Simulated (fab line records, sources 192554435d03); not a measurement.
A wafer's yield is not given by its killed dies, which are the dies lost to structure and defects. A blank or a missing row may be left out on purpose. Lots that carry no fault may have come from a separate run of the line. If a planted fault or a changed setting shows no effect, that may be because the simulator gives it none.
Chamber matching | flow n5Finfet | 4 sister chambers for N5_BEOL_M0_ETCH_138 on rieDiel-06
The step etches SiCN in CH3F/O2, target depth 12 nm, time 31.6 s. 24 wafers are shown with their chamber, then 12 later ones without.

## WAFERS, EACH WITH ITS CHAMBER
wafer  | chamber | drypumpMotorCurrentA (A) | showerheadPlenumPTorr (Torr) | rfVppV (V)
L074.1 | 1       | 5.3                      | 1.98                         | 297.1
L074.2 | 3       | 6.8                      | 2.08                         | 299.0
L074.3 | 2       | 5.4                      | 1.98                         | 297.1
L075.1 | 3       | 6.8                      | 2.08                         | 298.3
L075.2 | 1       | 5.3                      | 1.98                         | 295.9
L075.4 | 1       | 5.3                      | 1.98                         | 296.8
L079.1 | 2       | 5.4                      | 1.97                         | 297.2
L079.2 | 3       | 6.8                      | 2.08                         | 298.2
L079.3 | 1       | 5.3                      | 1.98                         | 297.7
L081.1 | 0       | 5.5                      | 2.08                         | 300.1
L081.2 | 1       | 5.3                      | 1.97                         | 296.4
L081.6 | 0       | 5.5                      | 2.08                         | 299.8
L082.2 | 0       | 5.5                      | 2.08                         | 297.8
L082.5 | 1       | 5.3                      | 1.97                         | 295.4
L082.6 | 0       | 5.5                      | 2.08                         | 299.1
L083.1 | 1       | 5.3                      | 1.97                         | 297.7
L083.3 | 3       | 6.8                      | 2.07                         | 299.1
L083.5 | 0       | 5.5                      | 2.08                         | 298.2
L087.3 | 0       | 5.5                      | 2.08                         | 299.4
L087.5 | 2       | 5.4                      | 1.97                         | 296.7
L087.6 | 3       | 6.8                      | 2.07                         | 300.0
L086.2 | 2       | 5.4                      | 1.97                         | 296.8
L086.5 | 2       | 5.3                      | 1.97                         | 295.4
L086.6 | 3       | 6.8                      | 2.07                         | 299.2

SIGNATURES, as means of the wafers listed above
reading               | chamber 0 | chamber 1 | chamber 2 | chamber 3 | scatter within a chamber
drypumpMotorCurrentA  | 5.500     | 5.300     | 5.380     | 6.800     | 0.02
showerheadPlenumPTorr | 2.0800    | 1.9757    | 1.9720    | 2.0750    | 0.00448
rfVppV                | 299.067   | 296.714   | 296.640   | 298.967   | 0.804
Rule: a wafer lies at a distance from a chamber equal to the root of the sum of squares, over the readings, of (its reading less the chamber's mean, divided by the reading's scatter). If the next closest chamber is less than 2 further off than the closest, the wafer can't be placed; otherwise it belongs to the closest. The scatter is the square root of a quotient: the sum, over the shown wafers, of each reading's squared deviation from its chamber's mean, divided by wafers minus chambers.

## WAFERS WITH NO CHAMBER GIVEN
wafer  | drypumpMotorCurrentA (A) | showerheadPlenumPTorr (Torr) | rfVppV (V)
L094.2 | 5.5                      | 2.08                         | 298.3
L094.4 | 6.8                      | 2.07                         | 299.6
L094.6 | 5.3                      | 1.97                         | 296.3
L095.1 | 5.5                      | 2.08                         | 299.9
L095.2 | 5.3                      | 1.97                         | 296.5
L095.3 | 5.3                      | 1.97                         | 296.6
L095.4 | 6.8                      | 2.07                         | 298.8
L095.5 | 5.4                      | 1.97                         | 295.9
L095.6 | 5.5                      | 2.08                         | 298.5
L097.3 | 5.4                      | 1.96                         | 296.3
L097.4 | 5.5                      | 2.07                         | 299.2
L097.5 | 5.3                      | 1.96                         | 295.3

## WHICH CHAMBER EACH WENT THROUGH
wafer  | from the rows above     | in truth
L094.2 | 0                       | 0
L094.4 | 3                       | 3
L094.6 | 1                       | 1
L095.1 | 0                       | 0
L095.2 | 1                       | 1
L095.3 | 1                       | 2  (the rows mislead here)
L095.4 | 3                       | 3
L095.5 | 2                       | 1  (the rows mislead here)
L095.6 | 0                       | 0
L097.3 | 2                       | 2
L097.4 | 0                       | 0
L097.5 | can't be placed: 1 or 2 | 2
Correct placement for 9 of the 12. Unplaceable from these rows: 1, with the true chamber sitting among the candidates in 1. 2 placed wrongly.
